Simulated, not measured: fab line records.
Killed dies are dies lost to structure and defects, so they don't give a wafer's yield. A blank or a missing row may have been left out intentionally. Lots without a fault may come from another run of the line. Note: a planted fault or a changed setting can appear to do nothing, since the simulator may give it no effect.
fab line records	flow n5_finfet
[record] lots = 9	wafers = 24	last_day = 18
route steps=1938 shown SD_EPI_N@277 SD_EPI_P@312 SD_ACTIVATION@332 ILD0@335 BEOL_M4@1111
lots that met no fault: from a run of the same line without faults
start_h: hours from the record's first day to the start of the lot's first wafer shown	wait_h: time in hours since the lot's previous step	" repeats the value in the row above	L1.1+2: one row covering several wafers at once	- no value present, or no start provided	* or withheld: withheld	< > ~ a bound
route shown NAME@n: NAME is a module with steps in the file, n the number in the route of the first one	usual: average and standard deviation across the fault-free wafers	same: alike in all rows	chamber/n: place in a boat	sites: the reading at each site	_std_site: standard deviation across them	_edge_site: inner sites' mean taken away from outer sites' mean	radius_mm: how far each site lies from the wafer's centre	mask NAME#n: copy n	behind: the last tool/chamber to shape the wafer	hold: why the lot was held/for how many hours/how that ended	device: whichever transistor did not switch (one of n, p or np)	end of line: tests of these same wafers at the route's end	step lacking rows: just its recipe	killed: count of dies lost to structure and defects at first sort (not the wafer's yield)	map: dies across one wafer; x = killed, . = not, _ = none there
set.NAME: setting as actually run; set.NAME@STEP: the setting as run at that earlier step	model.NAME: the simulator's own value behind a step, which no gauge read
steps of the route over a sample of lots; a table a step, a row a wafer
services: from which hour (start_h, from the record's first day; less than 0 if before it) a tool's chamber was out of use, for how many hours, and why
[[steps]]
[step N5_SD_EPI_N_ETCHBACK_44]
[recipe] chemistry = CH3F/O2	mode = anisotropic_etchback	target = SiNx	target_depth_a = 145	stop_on = SiO2	over_etch_frac = 0.3	ion_energy_ev = 120	pressure_mtorr = 30	source_w = 395	bias_w = 73	Ar_flow_sccm = 150	CH3F_flow_sccm = 30	O2_flow_sccm = 20
[usual] O2_flow_sccm = 20.00/0.062	drypump_motor_current_A = 6.0/0.39	oes_ar_750_au = 0.76/0.079	oes_product_au = 0.65/0.067	rf_vpp_V = 299/3.8	showerhead_plenum_p_Torr = 2.00/0.05	throttle_valve_pct = 16.48/0.29
lot.wafer	tool	chamber	start_h	wait_h	O2_flow_sccm	drypump_motor_current_A	oes_ar_750_au	oes_product_au	rf_hours_counter_h	rf_vpp_V	showerhead_plenum_p_Torr	throttle_valve_pct
L412.1	rie_diel-03	3	49.34	0.0	19.96	6.3	0.85	0.73	61	302	2.03	16.13
L412.4	"	0	"	"	19.95	5.8	0.93	0.79	18	295	2.04	16.39
L412.5	"	0	"	"	19.98	5.8	0.93	0.80	-	296	2.04	16.38
L413.2	rie_diel-03	2	54.31	0.0	20.01	5.5	0.73	0.63	182	304	2.07	16.80
L413.3	"	3	"	"	20.00	6.3	0.86	0.73	63	302	2.03	16.14
L413.6	"	2	"	"	20.01	5.5	0.73	0.63	-	304	2.07	16.80
L415.2	rie_diel-03	2	69.65	0.0	20.05	5.5	0.73	0.62	187	302	2.07	16.81
L415.3	"	3	"	"	20.06	6.3	0.84	0.72	68	301	2.03	16.14
L415.5	"	2	"	"	19.94	5.5	0.72	0.62	-	303	2.07	16.82
L423.2	rie_diel-03	1	116.60	0.0	20.08	6.5	0.67	0.57	246	300	1.97	16.87
L423.3	"	2	"	"	20.08	5.4	0.71	0.61	203	303	2.06	16.86
L425.2	rie_diel-05	1	127.40	0.0	20.02	6.2	0.69	0.60	233	299	1.97	16.75
L425.6	"	2	"	"	19.88	6.3	0.84	0.71	-	293	1.95	16.07
L426.1	rie_diel-03	0	132.13	0.0	19.93	5.7	0.87	0.75	48	296	2.03	16.45
L426.3	"	3	"	"	19.96	6.3	0.82	0.71	89	302	2.02	16.19
L429.2	rie_diel-04	0	153.52	0.0	19.95	5.4	0.68	0.58	246	302	2.05	16.43
L429.3	"	3	"	"	19.93	6.3	0.69	0.59	239	293	1.89	16.80
L429.5	"	0	"	"	20.03	5.4	0.68	0.57	-	301	2.05	16.44
L430.2	rie_diel-04	3	156.43	0.0	20.02	6.3	0.68	0.59	240	293	1.89	16.77
L430.4	"	1	"	"	20.03	6.0	0.71	0.60	-	297	1.99	16.34
L430.6	"	3	"	"	19.93	6.3	0.69	0.58	-	294	1.89	16.78
L434.1	rie_diel-03	2	183.58	0.0	19.93	5.5	0.69	0.59	228	304	2.06	16.88
L434.3	"	0	"	"	20.01	5.7	0.84	0.72	66	296	2.02	16.46
L434.5	"	3	"	"	19.98	6.3	0.79	0.69	-	300	2.02	16.21
[step N5_SD_EPI_P_ETCH_16]
[recipe] chemistry = CHF3/O2	target = SiO2	target_depth_a = 50	mask_material = SOC	pressure_mtorr = 30	source_w = 650	bias_w = 170	Ar_flow_sccm = 200	CHF3_flow_sccm = 50	O2_flow_sccm = 5	ion_energy_ev = 200
[usual] O2_flow_sccm = 5.001/0.015	drypump_motor_current_A = 5.4/0.48	oes_ar_750_au = 0.76/0.048	oes_product_au = 0.76/0.049	rf_vpp_V = 522/6.4	showerhead_plenum_p_Torr = 2.37/0.079	throttle_valve_pct = 18.87/0.19
lot.wafer	tool	chamber	start_h	wait_h	O2_flow_sccm	drypump_motor_current_A	oes_ar_750_au	oes_product_au	rf_hours_counter_h	rf_vpp_V	showerhead_plenum_p_Torr	throttle_valve_pct
L412.1	rie_diel-01	0	53.98	0.1	4.990	5.4	0.84	0.83	71	519	2.25	18.63
L412.4	"	1	"	"	4.978	4.7	0.75	0.74	152	527	2.52	19.14
L412.5	"	3	"	"	5.019	5.7	0.73	0.72	-	521	2.40	18.95
L413.2	rie_diel-06	0	58.99	0.1	5.003	5.6	0.75	0.75	123	536	2.43	19.19
L413.3	"	2	"	"	5.026	5.0	0.79	0.77	115	512	2.34	18.86
L413.6	"	3	"	"	4.966	5.6	0.70	0.70	-	519	2.30	18.79
L415.2	rie_diel-01	0	74.95	0.1	5.023	5.4	0.83	0.82	77	519	2.25	18.65
L415.3	"	3	"	"	4.994	5.7	0.72	0.72	204	522	2.40	18.94
L415.5	"	0	"	"	5.012	5.4	0.83	0.82	-	518	2.25	18.64
L423.2	rie_diel-01	0	121.58	0.1	5.000	5.4	0.81	0.82	91	520	2.25	18.67
L423.3	"	3	"	"	4.998	5.8	0.71	0.70	218	520	2.39	18.98
L425.2	rie_diel-02	0	132.10	0.1	4.996	5.2	0.89	0.89	32	526	2.55	18.52
L425.6	"	2	"	"	5.021	5.1	0.76	0.76	-	522	2.32	18.82
L426.1	rie_diel-01	1	137.08	0.1	4.999	4.7	0.73	0.71	177	524	2.51	19.16
L426.3	"	0	"	"	5.012	5.4	0.80	0.80	96	518	2.24	18.68
L429.2	rie_diel-02	1	158.89	0.1	4.988	6.3	0.79	0.79	143	519	2.31	18.68
L429.3	"	3	"	"	4.992	5.9	0.78	0.78	133	528	2.42	18.84
L429.5	"	2	"	"	4.972	5.1	0.75	0.75	-	521	2.32	18.83
L430.2	rie_diel-06	3	161.22	0.1	5.004	5.6	0.68	0.67	224	519	2.29	18.83
L430.4	"	2	"	"	4.975	5.0	0.76	0.75	148	513	2.32	18.89
L430.6	"	3	"	"	5.008	5.6	0.69	0.67	-	521	2.29	18.82
L434.1	rie_diel-06	3	188.25	0.1	5.006	5.6	0.68	0.67	232	520	2.29	18.84
L434.3	"	0	"	"	5.008	5.5	0.73	0.72	159	535	2.41	19.24
L434.5	"	1	"	"	4.983	4.9	0.78	0.77	-	514	2.32	18.93
[step N5_SD_EPI_P_EPI_21]
[recipe] material = SiGe:B	dopant = B	temp_c = 550	pressure_torr = 20	ambient = H2	time_s = 355
[usual] epi_growth_time_s = 355/0
lot.wafer	tool	chamber	start_h	wait_h	epi_growth_time_s
L412.1	epi_rpcvd-03	0	54.71	0.1	355
L412.4	"	0	55.79	1.1	355
L412.5	"	0	"	"	355
L413.2	epi_rpcvd-01	0	60.08	0.5	355
L413.3	"	0	"	"	355
L413.6	"	0	61.52	1.8	355
L415.2	epi_rpcvd-01	0	76.04	0.5	355
L415.3	"	0	"	"	355
L415.5	"	0	"	"	355
L423.2	epi_rpcvd-01	0	122.92	0.6	427.47
L423.3	"	0	"	"	427.47
L425.2	epi_rpcvd-01	0	133.19	0.5	427.47
L425.6	"	0	134.63	1.8	355
L426.1	epi_rpcvd-01	0	137.85	0.1	355
L426.3	"	0	"	"	427.47
L429.2	epi_rpcvd-03	0	159.98	0.5	355
L429.3	"	0	"	"	355
L429.5	"	0	"	"	355
L430.2	epi_rpcvd-04	0	162.31	0.5	355
L430.4	"	0	"	"	355
L430.6	"	0	"	"	355
L434.1	epi_rpcvd-03	0	188.98	0.1	355
L434.3	"	0	"	"	355
L434.5	"	0	"	"	355
[step N5_SD_EPI_P_EPI_MEAS_23]
[recipe] mode = xrd
[usual] thk_nm = 60.9/1.3
lot.wafer	tool	chamber	start_h	wait_h	thk_nm
L412.1	film_metro-01	-	56.91	1.8	61.6
L412.4	"	-	"	"	60.5
L412.5	"	-	"	"	62.0
L413.2	film_metro-01	-	61.92	1.5	59.2
L413.3	"	-	"	"	60.9
L413.6	"	-	"	"	59.7
L415.2	film_metro-02	-	77.88	1.5	62.0
L415.3	"	-	"	"	60.4
L415.5	"	-	"	"	63.3
L423.2	film_metro-01	-	125.36	2.0	68.4
L423.3	"	-	"	"	65.5
L425.2	film_metro-01	-	135.03	1.5	69.2
L425.6	"	-	"	"	58.9
L426.1	film_metro-02	-	140.04	1.8	60.5
L426.3	"	-	"	"	70.0
L429.2	film_metro-02	-	161.82	1.5	60.0
L429.3	"	-	"	"	61.9
L429.5	"	-	"	"	60.4
L430.2	film_metro-01	-	164.16	1.5	58.0
L430.4	"	-	"	"	59.7
L430.6	"	-	"	"	60.0
L434.1	film_metro-01	-	191.18	1.8	60.5
L434.3	"	-	"	"	60.9
L434.5	"	-	"	"	59.8
[step N5_SD_ACTIVATION_RS_MEAS_03]
[recipe] thk_meas_gauge = four-point-probe
[usual] RS_SD_N = 21.86/0.28	RS_SD_P = 56.2/0.99
lot.wafer	tool	chamber	start_h	wait_h	RS_SD_N[ohm/sq]	RS_SD_P[ohm/sq]
L412.1	film_metro-01	-	57.51	0.2	21.96	56.7
L412.4	"	-	"	"	22.05	56.7
L412.5	"	-	"	"	22.27	55.7
L413.2	film_metro-01	-	62.54	0.2	21.67	57.3
L413.3	"	-	"	"	21.83	56.1
L413.6	"	-	"	"	22.02	56.7
L415.2	film_metro-01	-	78.50	0.2	22.12	55.1
L415.3	"	-	"	"	21.92	54.6
L415.5	"	-	"	"	22.12	55.3
L423.2	film_metro-02	-	125.98	0.2	22.04	51.8
L423.3	"	-	"	"	22.07	51.6
L425.2	film_metro-01	-	135.65	0.2	21.77	49.7
L425.6	"	-	"	"	22.15	57.6
L426.1	film_metro-02	-	140.66	0.2	21.74	56.3
L426.3	"	-	"	"	21.99	49.4
L429.2	film_metro-01	-	162.60	0.2	22.03	56.0
L429.3	"	-	"	"	21.75	55.8
L429.5	"	-	"	"	21.98	55.5
L430.2	film_metro-01	-	164.79	0.2	22.21	56.3
L430.4	"	-	"	"	22.02	56.8
L430.6	"	-	"	"	21.98	56.9
L434.1	film_metro-01	-	191.78	0.2	21.40	57.0
L434.3	"	-	"	"	21.44	57.1
L434.5	"	-	"	"	21.43	57.2
[step N5_ILD0_LINER_00]
[recipe] material = SiNx	target_thk_a = 40	temp_c = 400	ald_precursor_family = SiH2I2	ald_co_reactant = N2/H2-plasma	pulse_time_s = 1	purge_time_s = 2	co_reactant_purge_time_s = 2	ald_cycles = 80	pressure_torr = 2
[usual] heater_power_w = 878/87	precursor_pulse_height_rel = 1.000/0.021
lot.wafer	tool	chamber	start_h	wait_h	heater_power_w	precursor_pulse_height_rel
L412.1	ald_sin-01	2	57.87	0.0	925	0.998
L412.4	"	3	"	"	984	0.986
L412.5	"	3	"	"	1019	1.002
L413.2	ald_sin-02	1	62.88	0.0	789	1.070
L413.3	"	3	"	"	1027	0.962
L413.6	"	1	"	"	757	0.997
L415.2	ald_sin-01	0	78.84	0.0	865	0.985
L415.3	"	3	"	"	1010	1.020
L415.5	"	1	"	"	818	1.010
L423.2	ald_sin-02	2	126.32	0.0	845	1.001
L423.3	"	0	"	"	832	0.978
L425.2	ald_sin-02	1	135.99	0.0	764	0.995
L425.6	"	3	"	"	1015	1.008
L426.1	ald_sin-03	0	141.14	0.2	836	0.978
L426.3	"	2	"	"	853	0.963
L429.2	ald_sin-02	0	163.02	0.1	836	1.009
L429.3	"	2	"	"	847	1.014
L429.5	"	3	"	"	982	0.970
L430.2	ald_sin-02	0	165.12	0.0	837	1.005
L430.4	"	1	"	"	781	0.989
L430.6	"	2	"	"	866	0.949
L434.1	ald_sin-02	3	192.37	0.3	989	1.008
L434.3	"	0	"	"	820	1.003
L434.5	"	1	"	"	781	1.012
[step N5_BEOL_M4_RC_MEAS_101]
[usual] DIBL_N = 36.5/1.4	DIBL_P = 36.9/1.7	IOFF_N = 0.163/0.023	IOFF_P = 0.22/0.032	ION_N = 673/9	ION_P = 462/7.5	RS_SD_P = 66.0/1.2	SS_N = 71.6/0.54	SS_P = 73.4/0.62	VT_N = 249.8/2.8	VT_P = -250/3.5
lot.wafer	tool	chamber	start_h	wait_h	DIBL_N[mV/V]	DIBL_P[mV/V]	IOFF_N[nA/um]	IOFF_P[nA/um]	ION_N[uA/um]	ION_P[uA/um]	RS_SD_P[ohm/sq]	SS_N[mV/dec]	SS_P[mV/dec]	VT_N[mV]	VT_P[mV]
L412.1	prober-02	0	164.82	0.0	35.6	35.4	0.143	0.19	663	459	65.7	71.8	73.3	252.3	-255
L412.4	"	0	"	"	36.6	36.4	0.167	0.20	665	450	65.2	72.1	73.2	249.5	-253
L412.5	"	0	"	"	35.5	35.4	0.149	0.19	674	461	65.0	71.7	72.7	251.7	-255
L413.2	prober-01	0	167.30	0.2	35.0	35.9	0.143	0.21	657	457	67.8	71.2	73.6	253.3	-248
L413.3	"	0	"	"	37.3	38.7	0.184	0.26	680	468	65.8	71.9	74.2	247.2	-245
L413.6	"	0	"	"	36.1	37.2	0.163	0.23	663	460	66.4	72.0	73.8	250.5	-249
L415.2	prober-01	0	186.04	0.2	36.1	37.5	0.159	0.23	674	469	65.8	71.1	73.0	248.9	-247
L415.3	"	0	"	"	37.7	39.1	0.190	0.27	678	469	64.8	71.6	73.6	249.7	-248
L415.5	"	0	"	"	35.5	36.7	0.152	0.22	677	471	65.9	71.4	73.6	253.0	-252
L423.2	prober-02	0	246.91	0.2	37.1	38.4	0.184	0.24	680	466	60.4	71.3	74.1	245.7	-250
L423.3	"	0	"	"	36.3	37.8	0.174	0.23	664	463	59.8	72.3	73.2	247.0	-248
L425.2	prober-02	0	250.79	0.2	37.1	35.0	0.147	0.20	663	453	58.8	71.5	73.0	250.5	-253
L425.6	"	0	"	"	38.2	36.8	0.174	0.20	683	454	67.6	71.9	73.5	248.8	-253
L426.1	prober-02	0	258.78	0.0	36.8	37.7	0.165	0.23	676	463	65.6	71.1	74.2	250.1	-249
L426.3	"	0	"	"	38.4	39.3	0.190	0.30	678	475	56.6	71.7	73.5	249.8	-244
L429.2	prober-02	0	276.68	0.2	36.8	38.5	0.174	0.21	686	462	66.1	71.9	73.5	247.8	-251
L429.3	"	0	"	"	36.8	38.7	0.182	0.24	684	470	66.6	71.7	73.6	248.8	-248
L429.5	"	0	"	"	37.8	40.1	0.198	0.25	688	467	66.2	72.4	73.6	244.6	-246
L430.2	prober-01	0	280.63	0.2	37.0	38.6	0.158	0.21	673	466	65.9	71.4	73.5	249.6	-250
L430.4	"	0	"	"	38.6	40.0	0.175	0.22	676	457	67.1	72.2	73.9	251.9	-253
L430.6	"	0	"	"	38.9	39.9	0.186	0.23	676	459	67.3	72.4	74.1	250.7	-251
L434.1	prober-02	0	309.87	0.0	37.4	36.8	0.154	0.21	669	464	66.9	71.8	73.0	251.2	-249
L434.3	"	0	"	"	35.0	33.4	0.117	0.16	668	456	66.4	71.4	72.8	254.7	-253
L434.5	"	0	"	"	37.4	36.2	0.156	0.20	664	455	66.8	71.9	73.4	252.8	-249
[[services]]
tool	chamber	start_h	hours	kind
rie_diel-04	0	26.18	3.2	repair
epi_rpcvd-04	-	31.39	14.6	pm
rie_diel-05	1	32.52	6.7	repair
ald_sin-01	2	37.33	4.5	repair
epi_rpcvd-01	-	49.98	8.1	pm
epi_rpcvd-04	-	61.62	1.0	repair
epi_rpcvd-04	-	74.31	0.9	repair
ald_sin-03	-	86.27	14.0	pm
rie_diel-01	-	89.90	2.8	pm
ald_sin-01	-	91.38	0.8	pm
rie_diel-04	-	94.95	0.9	repair
rie_diel-02	0	100.79	3.5	repair
rie_diel-02	0	104.59	9.6	repair
rie_diel-03	1	123.06	-	clean
rie_diel-02	3	125.78	8.9	repair
ald_sin-03	-	126.31	2.5	repair
epi_rpcvd-01	-	143.67	0.8	pm
ald_sin-01	3	144.39	2.6	repair
rie_diel-04	0	154.52	2.4	repair
rie_diel-04	0	161.59	5.3	repair
rie_diel-06	0	161.86	8.2	repair
epi_rpcvd-03	-	163.86	2.8	pm
rie_diel-03	1	165.50	5.0	repair
ald_sin-01	-	177.73	14.0	pm
[[key]]
[first_sign] step = N5_SD_EPI_P_EPI_21	reading = epi_growth_time_s	direction = up	sigmas = 99+	usual = *	struck = *
[effect] step = N5_SD_EPI_P_EPI_MEAS_23	reading = thk_nm	direction = up	sigmas = 5.8	usual = *	struck = *
[effect] step = N5_SD_ACTIVATION_RS_MEAS_03	reading = RS_SD_P	direction = down	sigmas = 5.7	usual = 56.2	struck = 50.6
[effect] step = N5_BEOL_M4_RC_MEAS_101	reading = RS_SD_P	direction = down	sigmas = 5.9	usual = 66.0	struck = 58.9
met_at N5_SD_EPI_P_EPI_21
struck_lots L423,L425,L426
struck_wafers L423.2,L423.3,L425.2,L426.3
not_acting_at N5_SD_EPI_N_ETCHBACK_44,N5_SD_EPI_P_ETCH_16,N5_ILD0_LINER_00
onset_between 76.04 122.92
[fault] kind = process_parameter_drift	tool = epi_rpcvd-01	chamber = -	onset_h = 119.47	steps = N5_SD_EPI_P_EPI_21	channel = epi_growth_time_s	offset = *	shape = step	end_h = 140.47	scope = struck_wafers_only	acts_in = *	stated = *
